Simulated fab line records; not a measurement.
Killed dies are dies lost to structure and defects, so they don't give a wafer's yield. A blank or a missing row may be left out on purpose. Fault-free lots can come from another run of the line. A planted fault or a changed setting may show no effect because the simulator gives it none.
Split-lot experiment ; flow n5Finfet ; 7 lots, 39 wafers read, on a route of 1938 steps

== SPLIT DETAILS ==
At N5_FIN_SAQP_SPACER1_ALD_24 (deposits SiO2, target thk 20.3 nm, pulse time 1 s, purge time 2 s), the setting aldCycles was moved away from the recipe's 218 on 18 of the 39 wafers read, by -52.3% to +36.7%. This setting was run at the recipe's value on the other wafers.

== FROM THE SPLIT TO THE READING: what the file shows between them, 2 steps ==
- N5_FIN_SAQP_SPACER1_ETCHBACK_25: etches SiO2 in CHF3/O2, target depth 24.4 nm, time 12.2 s
- N5_FIN_SAQP_MANDREL1_REMOVE_56: chemistry HBr/Cl2/O2, target a-Si, stops on SiNx, bt time 10 s

== THE READING ==
cdNm (nm) at N5_FIN_SAQP_CD_MEAS_27, where the cd target is 20 nm. A value of 20.31 nm with a standard deviation of 0.21 nm is what fault-free wafers of this fab line usually give.

wafer;tool, chamber at the split;aldCycles as run;against the recipe;cdNm, nm;against lot-mates on the recipe
L074.1;aldSin-04, 1,3;175;-19.7%;16.14;-4.01
L074.2;aldSin-04, 1,3;175;-19.7%;16.10;-4.05
L074.3;aldSin-04, 2,0,3;218;recipe;20.27;-
L074.4;aldSin-04, 2,0,3;218;recipe;20.10;-
L074.5;aldSin-04, 2,0,3;218;recipe;20.09;-
L074.6;aldSin-04, 2;175;-19.7%;16.20;-3.95
L080.1;aldSin-01, 1;218;recipe;20.27;-
L080.2;aldSin-01, 0,3,3;151;-30.7%;14.28;-5.88
L080.3;aldSin-01, 2;218;recipe;20.01;-
L080.4;aldSin-01, 0,3,3;151;-30.7%;14.16;-6.00
L080.5;aldSin-01, 2;218;recipe;20.20;-
L080.6;aldSin-01, 0,3,3;151;-30.7%;14.24;-5.92
L085.1;aldSin-01, 3,0;218;recipe;20.34;-
L085.2;aldSin-01, 3,0;218;recipe;20.23;-
L085.3;aldSin-01, 2;218;recipe;20.23;-
L087.1;aldSin-04, 0,3,1;283;+29.8%;26.57;+6.22
L087.2;aldSin-04, 0,3,1;283;+29.8%;26.36;+6.01
L087.3;aldSin-04, 0,3,1;283;+29.8%;26.34;+5.99
L087.4;aldSin-04, 2,2,1;218;recipe;20.23;-
L087.5;aldSin-04, 2,2,1;218;recipe;20.63;-
L087.6;aldSin-04, 2,2,1;218;recipe;20.18;-
L088.1;aldSin-03, 1;218;recipe;20.14;-
L088.2;aldSin-03, 2,3;218;recipe;20.32;-
L088.3;aldSin-03, 2,3;218;recipe;20.21;-
L088.4;aldSin-03, 0,2,3;298;+36.7%;28.03;+7.81
L088.5;aldSin-03, 0,2,3;298;+36.7%;27.87;+7.65
L088.6;aldSin-03, 0,2,3;298;+36.7%;27.92;+7.70
L089.1;aldSin-04, 1,0,1;145;-33.5%;13.84;-6.46
L089.2;aldSin-04, 1,0,1;145;-33.5%;13.21;-7.09
L089.3;aldSin-04, 3,2,2;218;recipe;20.19;-
L089.4;aldSin-04, 3,2,2;218;recipe;20.18;-
L089.5;aldSin-04, 1,0,1;145;-33.5%;13.99;-6.31
L089.6;aldSin-04, 3,2,2;218;recipe;20.53;-
L093.1;aldSin-01, 2;218;recipe;20.47;-
L093.2;aldSin-01, 1;218;recipe;20.38;-
L093.3;aldSin-01, 0,3,0;104;-52.3%;9.74;-10.61
L093.4;aldSin-01, 0,3,0;104;-52.3%;9.90;-10.45
L093.5;aldSin-01, 1;218;recipe;20.19;-
L093.6;aldSin-01, 0,3,0;104;-52.3%;9.91;-10.44
Rows listing several chambers each stand for several wafers; the file does not say which wafer went through which chamber.

THE FIT
A straight line over all 39 wafers: cdNm changes by +0.202 nm for each +1% of aldCycles; r = +1.00; the points scatter about the line by 0.19 nm.
The same after taking each lot's own level away (the mean of its wafers on the recipe; 39 wafers): +0.202 nm for each +1%; r = +1.00; scatter 0.18 nm.
The reading moves by 11 nm for the largest change in aldCycles, on that fit.
Across the lots, their own levels run from 20.153 to 20.347 nm, a range of 0.9 times the standard deviation given above.
The two slopes are in agreement: the lot-to-lot level therefore moves the slope only a little.
Check: with one of the wafers moved furthest among these (-52.3%) left out of the fit, the line predicts -10.5 nm for it against its lot-mates. It came out at -10.6 nm against them.

== THE WHOLE CHAIN: every reading that the file lists as answering this split, in the file's order ==
step;what it does;reading;change (the file's fit);r (the file's)
N5_FIN_SAQP_SPACER1_ALD_24;deposits SiO2, target thk 20.3 nm, pulse time 1 s, purge time 2 s;SiO2_of_FIN_SAQP_SPACER1_ALD_24.thkNm (the simulator's own value, which no gauge read);+0.202 nm for each +1% of the setting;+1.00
N5_FIN_SAQP_MANDREL1_REMOVE_56;chemistry HBr/Cl2/O2, target a-Si, stops on SiNx, bt time 10 s;FIN_SAQP.cdNm (the simulator's own value, which no gauge read);+0.202 nm for each +1% of the setting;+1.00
N5_FIN_SAQP_CD_MEAS_27;target cd 20 nm;cdNm;+0.201 nm for each +1% of the setting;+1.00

== THE FILE'S OWN FIT ==
cdNm changes by +0.201 nm for each +1% of aldCycles, r = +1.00.
